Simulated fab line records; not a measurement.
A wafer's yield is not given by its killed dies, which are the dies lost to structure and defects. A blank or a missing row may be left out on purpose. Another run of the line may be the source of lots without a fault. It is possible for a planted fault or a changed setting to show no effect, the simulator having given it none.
fab line records + flow n5Finfet + part 2 of 2: steps 4 to 6 of 6
record
- lots=24
- wafers=72
- lastDay=18
route steps=1938 shown BEOL_M1@768
lots that met no fault: from a run of the same line without faults
startH: the number of hours between the record's first day and the start of the first shown wafer of the lot + waitH: hours since the lot's step before + " unchanged from the row above + L1.1+2: one row covering several wafers at once + - either no value or no given start + * or withheld: withheld + < > ~ a bound
route shown NAME@n: NAME is a module with steps in the file, n the number in the route of the first one + usual: mean/standard deviation of fault-free wafers + same: alike in all rows + chamber/n: place in a boat + sites: the reading at each site + _std_site: how widely they spread, as a standard deviation + _edge_site: mean of outer sites minus mean of inner sites + radiusMm: for every site, how far away it sits from the centre of the wafer + mask NAME#n: copy n + behind: the last tool/chamber to shape the wafer + hold: cause of the lot's hold/its duration in hours/its outcome + device: transistor that didn't switch, given as n, p or np + end of line: at the end of the route, the tests of the same wafers + step lacking rows: just its recipe + killed: at the first sort, the dies lost to defects and structure; wafer yield is something else + map: a wafer's dies, x killed, . not, _ none there
set.NAME: setting as actually run; set.NAME@STEP: the setting as run at that earlier step + model.NAME: the simulator's own value behind a step, which no gauge read
steps of the route over a sample of lots; a table a step, a row a wafer
services: when a tool's chamber went out of use (startH, in hours from the record's first day, below 0 if earlier), for how many hours, and the reason
## steps
# step N5_BEOL_M1_CD_MEAS_35
# recipe
- targetCdNm=18
- targetCdYNm=21
- polarity=opening
# usual
- cdNm=17.9/0.36
| lot.wafer | tool     | chamber | startH | waitH | cdNm |
|-----------|----------|---------|--------|-------|------|
| L074.2    | cdSem-02 | -       | 134.16 | 0.0   | 17.4 |
| L074.4    | "        | -       | "      | "     | 17.3 |
| L074.5    | "        | -       | "      | "     | 17.4 |
| L075.1    | cdSem-02 | -       | 142.76 | 0.0   | 18.4 |
| L075.4    | "        | -       | "      | "     | 17.9 |
| L075.6    | "        | -       | "      | "     | 17.9 |
| L076.2    | cdSem-03 | -       | 142.88 | 0.0   | 18.7 |
| L076.5    | "        | -       | "      | "     | 17.9 |
| L076.6    | "        | -       | "      | "     | 18.1 |
| L077.1    | cdSem-03 | -       | 147.32 | 0.0   | 17.6 |
| L077.4    | "        | -       | "      | "     | 17.6 |
| L077.6    | "        | -       | "      | "     | 17.7 |
| L078.1    | cdSem-02 | -       | 150.64 | 0.0   | 17.9 |
| L078.3    | "        | -       | "      | "     | 17.8 |
| L078.6    | "        | -       | "      | "     | 18.2 |
| L079.1    | cdSem-01 | -       | 161.86 | 0.0   | 17.2 |
| L079.2    | "        | -       | "      | "     | 17.4 |
| L079.3    | "        | -       | "      | "     | 17.7 |
| L080.3    | cdSem-03 | -       | 173.70 | 0.0   | 17.5 |
| L080.4    | "        | -       | "      | "     | 17.9 |
| L080.5    | "        | -       | "      | "     | 17.9 |
| L081.1    | cdSem-01 | -       | 182.13 | 0.0   | 17.5 |
| L081.5    | "        | -       | "      | "     | 18.1 |
| L081.6    | "        | -       | "      | "     | 18.3 |
| L082.1    | cdSem-02 | -       | 185.43 | 0.0   | 18.1 |
| L082.5    | "        | -       | "      | "     | 18.1 |
| L082.6    | "        | -       | "      | "     | 17.5 |
| L083.2    | cdSem-01 | -       | 189.70 | 0.0   | 18.0 |
| L083.3    | "        | -       | "      | "     | 17.3 |
| L083.4    | "        | -       | "      | "     | 17.7 |
| L085.1    | cdSem-03 | -       | 189.96 | 0.0   | 17.9 |
| L085.3    | "        | -       | "      | "     | 18.1 |
| L085.4    | "        | -       | "      | "     | 18.4 |
| L084.1    | cdSem-03 | -       | 194.65 | 0.0   | 18.2 |
| L084.2    | "        | -       | "      | "     | 17.5 |
| L084.3    | "        | -       | "      | "     | 18.4 |
| L086.1    | cdSem-01 | -       | 200.46 | 0.0   | 18.0 |
| L086.3    | "        | -       | "      | "     | 18.3 |
| L086.5    | "        | -       | "      | "     | 18.0 |
| L088.1    | cdSem-02 | -       | 210.92 | 0.0   | 17.6 |
| L088.2    | "        | -       | "      | "     | 17.9 |
| L088.5    | "        | -       | "      | "     | 18.2 |
| L087.3    | cdSem-03 | -       | 221.08 | 0.0   | 18.0 |
| L087.4    | "        | -       | "      | "     | 17.9 |
| L087.5    | "        | -       | "      | "     | 18.6 |
| L089.1    | cdSem-02 | -       | 225.21 | 0.0   | 17.6 |
| L089.4    | "        | -       | "      | "     | 16.9 |
| L089.6    | "        | -       | "      | "     | 18.4 |
| L090.1    | cdSem-02 | -       | 233.46 | 0.0   | 18.2 |
| L090.2    | "        | -       | "      | "     | 18.0 |
| L090.3    | "        | -       | "      | "     | 17.9 |
| L091.1    | cdSem-02 | -       | 238.80 | 0.0   | 17.6 |
| L091.3    | "        | -       | "      | "     | 18.3 |
| L091.6    | "        | -       | "      | "     | 17.5 |
| L092.1    | cdSem-03 | -       | 249.29 | 0.0   | 17.9 |
| L092.4    | "        | -       | "      | "     | 17.9 |
| L092.6    | "        | -       | "      | "     | 17.9 |
| L094.1    | cdSem-02 | -       | 255.72 | 0.0   | 18.2 |
| L094.2    | "        | -       | "      | "     | 17.9 |
| L094.5    | "        | -       | "      | "     | 18.1 |
| L093.3    | cdSem-02 | -       | 258.02 | 0.0   | 18.9 |
| L093.4    | "        | -       | "      | "     | 18.1 |
| L093.5    | "        | -       | "      | "     | 17.9 |
| L096.1    | cdSem-03 | -       | 259.54 | 0.0   | 17.8 |
| L096.2    | "        | -       | "      | "     | 17.6 |
| L096.6    | "        | -       | "      | "     | 17.9 |
| L095.1    | cdSem-01 | -       | 259.72 | 0.0   | 18.8 |
| L095.2    | "        | -       | "      | "     | 17.4 |
| L095.5    | "        | -       | "      | "     | 17.8 |
| L097.1    | cdSem-01 | -       | 269.16 | 0.0   | 18.1 |
| L097.3    | "        | -       | "      | "     | 17.7 |
| L097.5    | "        | -       | "      | "     | 18.0 |
# step N5_BEOL_M1_ALD_84
# recipe
- material=TaN
- targetThkA=*
- tempC=275
- aldPrecursorFamily=PDMAT
- aldCoReactant=NH3
- pressureTorr=3
- carrierFlowSccm=1500
- pulseTimeS=2
- purgeTimeS=3
- coReactantPurgeTimeS=2
- coReactantPulseTimeS=3
- aldCycles=30
- precursorVesselTempC=75
- precursorVesselPressureTorr=26.25
- precursorVesselCarrierSccm=1000
# usual
- chamberPressureTorr=3.000/0.0065
- heaterPowerW=431/37
- precursorVesselCarrierSccm=1000/3.2
| lot.wafer | tool        | chamber | startH | waitH | chamberPressureTorr | heaterPowerW | precursorVesselCarrierSccm |
|-----------|-------------|---------|--------|-------|---------------------|--------------|----------------------------|
| L074.2    | aldMetal-01 | 0       | 139.94 | 0.3   | 2.996               | 510          | 995                        |
| L074.4    | "           | 2       | "      | "     | 2.998               | 402          | 1000                       |
| L074.5    | "           | 0       | "      | "     | 2.994               | 514          | 996                        |
| L075.1    | aldMetal-01 | 1       | 142.92 | 0.0   | 2.988               | 457          | 1001                       |
| L075.4    | "           | 1       | "      | "     | 2.991               | 448          | 1004                       |
| L075.6    | "           | 0       | "      | "     | 2.997               | 510          | 995                        |
| L076.2    | aldMetal-03 | 2       | 143.05 | 0.1   | 3.010               | 429          | 994                        |
| L076.5    | "           | 2       | "      | "     | 2.993               | 430          | 995                        |
| L076.6    | "           | 1       | "      | "     | 3.000               | 422          | 997                        |
| L077.1    | aldMetal-04 | 3       | 147.99 | 0.1   | 3.000               | 436          | 1005                       |
| L077.4    | "           | 1       | "      | "     | 3.016               | 452          | 1008                       |
| L077.6    | "           | 1       | "      | "     | 3.006               | 455          | 1002                       |
| L078.1    | aldMetal-04 | 1       | 151.03 | 0.0   | 3.006               | 443          | 999                        |
| L078.3    | "           | 0       | "      | "     | 3.013               | 396          | 998                        |
| L078.6    | "           | 1       | "      | "     | 3.002               | 463          | 1001                       |
| L079.1    | aldMetal-04 | 0       | 162.11 | 0.1   | 2.988               | 400          | 997                        |
| L079.2    | "           | 1       | "      | "     | 2.995               | 446          | 998                        |
| L079.3    | "           | 3       | "      | "     | 2.999               | 444          | 1002                       |
| L080.3    | aldMetal-03 | 3       | 173.84 | 0.0   | 3.005               | 394          | 1002                       |
| L080.4    | "           | 1       | "      | "     | 2.996               | 437          | 1001                       |
| L080.5    | "           | 1       | "      | "     | 3.005               | 404          | 1000                       |
| L081.1    | aldMetal-01 | 3       | 182.30 | 0.1   | 2.998               | 395          | 999                        |
| L081.5    | "           | 1       | "      | "     | 3.002               | 465          | 997                        |
| L081.6    | "           | 2       | "      | "     | 2.996               | 398          | 1002                       |
| L082.1    | aldMetal-04 | 2       | 185.90 | 0.0   | 3.000               | 408          | 1000                       |
| L082.5    | "           | 0       | "      | "     | 2.992               | 398          | 997                        |
| L082.6    | "           | 2       | "      | "     | 2.994               | 406          | 995                        |
| L083.2    | aldMetal-04 | 3       | 190.22 | 0.0   | 2.989               | 457          | 999                        |
| L083.3    | "           | 2       | "      | "     | 2.996               | 405          | 1001                       |
| L083.4    | "           | 3       | "      | "     | 2.997               | 455          | 1004                       |
| L085.1    | aldMetal-01 | 0       | 190.34 | 0.1   | 3.002               | 517          | 999                        |
| L085.3    | "           | 1       | "      | "     | 3.011               | 454          | 1003                       |
| L085.4    | "           | 3       | "      | "     | 2.997               | 401          | 1008                       |
| L084.1    | aldMetal-01 | 3       | 195.43 | 0.0   | 3.000               | 393          | 997                        |
| L084.2    | "           | 2       | "      | "     | 2.994               | 400          | 1003                       |
| L084.3    | "           | 1       | "      | "     | 3.000               | 439          | 1005                       |
| L086.1    | aldMetal-01 | 1       | 201.09 | 0.0   | 2.995               | 449          | 999                        |
| L086.3    | "           | 3       | "      | "     | 3.009               | 391          | 997                        |
| L086.5    | "           | 0       | "      | "     | 3.002               | 527          | 1000                       |
| L088.1    | aldMetal-04 | 3       | 211.66 | 0.0   | 3.015               | 442          | 1000                       |
| L088.2    | "           | 1       | "      | "     | 3.004               | 448          | 1000                       |
| L088.5    | "           | 3       | "      | "     | 3.006               | 465          | 1001                       |
| L087.3    | aldMetal-01 | 0       | 221.27 | 0.0   | 2.999               | 518          | 996                        |
| L087.4    | "           | 3       | "      | "     | 3.003               | 394          | 1005                       |
| L087.5    | "           | 1       | "      | "     | 3.007               | 461          | 995                        |
| L089.1    | aldMetal-03 | 3       | 225.52 | 0.0   | 3.000               | 401          | 999                        |
| L089.4    | "           | 1       | "      | "     | 2.993               | 423          | 999                        |
| L089.6    | "           | 0       | "      | "     | 2.994               | 394          | 999                        |
| L090.1    | aldMetal-03 | 0       | 234.25 | 0.2   | 3.004               | 383          | 997                        |
| L090.2    | "           | 3       | "      | "     | 3.010               | 404          | 1002                       |
| L090.3    | "           | 1       | "      | "     | 2.993               | 430          | 996                        |
| L091.1    | aldMetal-04 | 0       | 238.94 | 0.0   | 2.997               | 388          | 1001                       |
| L091.3    | "           | 1       | "      | "     | 2.992               | 448          | 998                        |
| L091.6    | "           | 1       | "      | "     | 2.995               | 455          | 997                        |
| L092.1    | aldMetal-01 | 2       | 249.58 | 0.0   | 3.010               | 417          | 998                        |
| L092.4    | "           | 0       | "      | "     | 3.009               | 517          | 999                        |
| L092.6    | "           | 3       | "      | "     | 3.003               | 384          | 1000                       |
| L094.1    | aldMetal-01 | 0       | 256.78 | 0.1   | 2.991               | 506          | 997                        |
| L094.2    | "           | 1       | "      | "     | 2.996               | 447          | 996                        |
| L094.5    | "           | 3       | "      | "     | 2.998               | 398          | 1003                       |
| L093.3    | aldMetal-04 | 0       | 258.72 | 0.1   | 3.005               | 400          | 1000                       |
| L093.4    | "           | 1       | "      | "     | 2.988               | 442          | 1001                       |
| L093.5    | "           | 3       | "      | "     | 3.005               | 452          | 1001                       |
| L096.1    | aldMetal-04 | 2       | 260.16 | 0.0   | 3.003               | 411          | 1001                       |
| L096.2    | "           | 3       | "      | "     | 2.997               | 446          | 1005                       |
| L096.6    | "           | 0       | "      | "     | 3.004               | 404          | 997                        |
| L095.1    | aldMetal-04 | 2       | 260.76 | 0.0   | 3.007               | 408          | 998                        |
| L095.2    | "           | 0       | "      | "     | 2.992               | 395          | 992                        |
| L095.5    | "           | 1       | "      | "     | 2.989               | 456          | 997                        |
| L097.1    | aldMetal-01 | 3       | 269.60 | 0.0   | 2.992               | 397          | 1001                       |
| L097.3    | "           | 1       | "      | "     | 2.996               | 455          | 996                        |
| L097.5    | "           | 2       | "      | "     | 2.998               | 413          | 1001                       |
# step N5_BEOL_M1_ANNEAL_82
# recipe
- tempC=400
- timeS=240
- ambient=vacuum
# usual
- heaterPowerW=903/65
| lot.wafer | tool          | chamber | startH | waitH | heaterPowerW |
|-----------|---------------|---------|--------|-------|--------------|
| L074.2    | pvdSputter-01 | -       | 141.14 | 0.0   | 985          |
| L074.4    | "             | -       | "      | "     | 957          |
| L074.5    | "             | -       | "      | "     | 849          |
| L075.1    | pvdSputter-02 | -       | 143.89 | 0.0   | 872          |
| L075.4    | "             | -       | "      | "     | 825          |
| L075.6    | "             | -       | "      | "     | 868          |
| L076.2    | pvdSputter-01 | -       | 145.65 | 0.0   | 955          |
| L076.5    | "             | -       | "      | "     | 852          |
| L076.6    | "             | -       | "      | "     | 985          |
| L077.1    | pvdSputter-01 | -       | 149.33 | 0.0   | 1016         |
| L077.4    | "             | -       | "      | "     | 967          |
| L077.6    | "             | -       | "      | "     | 984          |
| L078.1    | pvdSputter-03 | -       | 152.07 | 0.0   | 970          |
| L078.3    | "             | -       | "      | "     | 837          |
| L078.6    | "             | -       | "      | "     | 818          |
| L079.1    | pvdSputter-02 | -       | 163.21 | 0.0   | 869          |
| L079.2    | "             | -       | "      | "     | 813          |
| L079.3    | "             | -       | "      | "     | 874          |
| L080.3    | pvdSputter-01 | -       | 174.90 | 0.0   | 998          |
| L080.4    | "             | -       | "      | "     | 994          |
| L080.5    | "             | -       | "      | "     | 916          |
| L081.1    | pvdSputter-01 | -       | 183.34 | 0.0   | 963          |
| L081.5    | "             | -       | "      | "     | 951          |
| L081.6    | "             | -       | "      | "     | 1001         |
| L082.1    | pvdSputter-03 | -       | 187.36 | 0.0   | 831          |
| L082.5    | "             | -       | "      | "     | 967          |
| L082.6    | "             | -       | "      | "     | 838          |
| L083.2    | pvdSputter-02 | -       | 191.28 | 0.0   | 891          |
| L083.3    | "             | -       | "      | "     | 878          |
| L083.4    | "             | -       | "      | "     | 824          |
| L085.1    | pvdSputter-01 | -       | 191.34 | 0.0   | 881          |
| L085.3    | "             | -       | "      | "     | 1049         |
| L085.4    | "             | -       | "      | "     | 931          |
| L084.1    | pvdSputter-03 | -       | 198.00 | 0.0   | 906          |
| L084.2    | "             | -       | "      | "     | 820          |
| L084.3    | "             | -       | "      | "     | 868          |
| L086.1    | pvdSputter-03 | -       | 202.36 | 0.0   | 860          |
| L086.3    | "             | -       | "      | "     | 960          |
| L086.5    | "             | -       | "      | "     | 867          |
| L088.1    | pvdSputter-03 | -       | 212.84 | 0.0   | 999          |
| L088.2    | "             | -       | "      | "     | 887          |
| L088.5    | "             | -       | "      | "     | 989          |
| L087.3    | pvdSputter-02 | -       | 223.84 | 0.0   | 867          |
| L087.4    | "             | -       | "      | "     | 844          |
| L087.5    | "             | -       | "      | "     | 900          |
| L089.1    | pvdSputter-01 | -       | 226.76 | 0.0   | 874          |
| L089.4    | "             | -       | "      | "     | 1004         |
| L089.6    | "             | -       | "      | "     | 886          |
| L090.1    | pvdSputter-03 | -       | 236.62 | 0.0   | 970          |
| L090.2    | "             | -       | "      | "     | 818          |
| L090.3    | "             | -       | "      | "     | 874          |
| L091.1    | pvdSputter-03 | -       | 240.01 | 0.0   | 819          |
| L091.3    | "             | -       | "      | "     | 914          |
| L091.6    | "             | -       | "      | "     | 924          |
| L092.1    | pvdSputter-03 | -       | 250.64 | 0.0   | 998          |
| L092.4    | "             | -       | "      | "     | 877          |
| L092.6    | "             | -       | "      | "     | 988          |
| L094.1    | pvdSputter-02 | -       | 258.06 | 0.0   | 867          |
| L094.2    | "             | -       | "      | "     | 824          |
| L094.5    | "             | -       | "      | "     | 861          |
| L093.3    | pvdSputter-02 | -       | 259.90 | 0.0   | 854          |
| L093.4    | "             | -       | "      | "     | 852          |
| L093.5    | "             | -       | "      | "     | 854          |
| L096.1    | pvdSputter-01 | -       | 261.38 | 0.0   | 878          |
| L096.2    | "             | -       | "      | "     | 1015         |
| L096.6    | "             | -       | "      | "     | 936          |
| L095.1    | pvdSputter-02 | -       | 262.46 | 0.0   | 811          |
| L095.2    | "             | -       | "      | "     | 889          |
| L095.5    | "             | -       | "      | "     | 862          |
| L097.1    | pvdSputter-03 | -       | 270.66 | 0.0   | 964          |
| L097.3    | "             | -       | "      | "     | 921          |
| L097.5    | "             | -       | "      | "     | 859          |
## services
| tool          | chamber | startH | hours | kind                        |
|---------------|---------|--------|-------|-----------------------------|
| rieDiel-03    | 3       | 101.29 | 10.9  | repair                      |
| pvdSputter-02 | -       | 108.32 | 7.1   | repair                      |
| rieDiel-01    | -       | 109.57 | 5.3   | repair                      |
| aldMetal-04   | -       | 112.18 | 0.4   | repair                      |
| rieDiel-01    | 1       | 126.45 | 15.1  | repair                      |
| aldMetal-01   | 3       | 128.98 | 23.7  | repair                      |
| pvdSputter-02 | -       | 134.32 | 7.9   | repair                      |
| rieDiel-03    | 3       | 146.00 | 3.7   | repair                      |
| aldMetal-03   | 0       | 155.29 | 8.0   | repair                      |
| rieDiel-02    | 0       | 156.91 | -     | clean                       |
| rieDiel-02    | 0       | 156.91 | -     | consumableReplace:focusRing |
| rieDiel-02    | 0       | 156.91 | 15.5  | scheduledDown               |
| rieDiel-02    | 0       | 156.91 | 15.5  | ventCycle                   |
| pvdSputter-02 | -       | 157.03 | 4.8   | repair                      |
| aldMetal-04   | 1       | 173.83 | 34.1  | repair                      |
| rieDiel-01    | 1       | 197.73 | 6.1   | repair                      |
| aldMetal-03   | 2       | 207.00 | 205.9 | repair                      |
| rieDiel-01    | 1       | 210.44 | 1.8   | repair                      |
| rieDiel-02    | -       | 212.13 | 28.1  | pm                          |
| pvdSputter-03 | -       | 216.20 | 4.0   | repair                      |
| aldMetal-04   | 0       | 220.83 | 5.3   | repair                      |
| aldMetal-01   | 0       | 222.67 | 8.0   | repair                      |
| aldMetal-01   | -       | 228.84 | 14.6  | pm                          |
| aldMetal-04   | -       | 242.30 | 14.6  | pm                          |
